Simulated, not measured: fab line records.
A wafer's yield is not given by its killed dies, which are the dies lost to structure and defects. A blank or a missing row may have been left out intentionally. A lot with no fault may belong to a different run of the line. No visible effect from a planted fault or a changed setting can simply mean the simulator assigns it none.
One fault seen from 3 desks	flow n5_finfet	numbers are kept per desk, each desk with only its own; the story behind them comes last

## THE METROLOGY DESK
What the gauges read, lot by lot, whatever tool the lot ran on: means of the sampled wafers that have a number. The brackets show how far a lot's mean lies from the usual mean; more than 4 standard deviations puts the lot out of limits, marked OUT. Only the readings that lie furthest out on some lot appear, 7 of the 10 it has.
Columns: A = IOFF_P at N5_BEOL_M4_RC_MEAS_101, usual 0.21 nA/um; B = ION_N at N5_BEOL_M4_RC_MEAS_101, usual 673 uA/um; C = ION_P at N5_BEOL_M4_RC_MEAS_101, usual 461 uA/um; D = SS_N at N5_BEOL_M4_RC_MEAS_101, usual 71.6 mV/dec; E = SS_P at N5_BEOL_M4_RC_MEAS_101, usual 73.3 mV/dec; F = VT_N at N5_BEOL_M4_RC_MEAS_101, usual 251 mV; G = VT_P at N5_BEOL_M4_RC_MEAS_101, usual -251 mV
lot	first seen here	A	B	C	D	E	F	G
L260	day 7 19:06	0.22	678	461	71.4	73.5	249	-251
L265	day 9 12:53	0.18	673	456	71.0	72.6	252	-255
L274	day 11 05:35	0.24	678	473	71.2	72.7	247	-245
L277	day 12 05:05	0.21	674	460	72.2	74.1	250	-251
L279	day 12 16:59	0.19	662	454	72.1	73.4	253	-253
L281	day 13 09:51	0.22	683	467	71.7	73.7	248	-252
Result from this desk: across the 6 lots, nothing is out of limits.

## THE DEFECT DESK
For each lot, the counts of the inspections along the route, averaged over the sampled wafers that have a number. The brackets show how far a lot's mean lies from the usual mean; more than 4 standard deviations puts the lot out of limits, marked OUT.
Columns: A = raw_defect_count at N5_HKMG_FIN_INSPECT_28, usual 40
lot	first seen here	A
L260	day 4 18:26	35
L265	day 6 03:34	63
L274	day 8 04:41	27
L277	day 9 02:21	52
L279	day 9 12:24	28
L281	day 10 01:58	15
Result from this desk: across the 6 lots, nothing is out of limits.

## AT THE TOOL OWNER'S DESK: cmp-01
The tool's own readings at N5_HKMG_FIN_CMP_94 (polishes, stops on SiNx, t overpolish 4.7 s, target thk 43.299 nm): means of the sampled wafers that have a number, for each lot that ran on this tool. The brackets show how far a lot's mean lies from the usual mean; more than 4 standard deviations puts the lot out of limits, marked OUT.
Columns: A = motor_current_A at N5_HKMG_FIN_CMP_94, usual 11.9 A
lot	first seen here	A
L260	day 4 18:12	12.3
L274	day 8 04:30	12.2
L277	day 9 02:07	11.4
Result from this desk: across the 3 lots, nothing is out of limits.

## BROUGHT TOGETHER
Metrology desk: nothing out of limits seen.
Nothing out of limits was seen by the defect desk.
The tool owner's desk saw nothing out of limits.

## WHAT WAS PUT IN BY THE SIMULATOR
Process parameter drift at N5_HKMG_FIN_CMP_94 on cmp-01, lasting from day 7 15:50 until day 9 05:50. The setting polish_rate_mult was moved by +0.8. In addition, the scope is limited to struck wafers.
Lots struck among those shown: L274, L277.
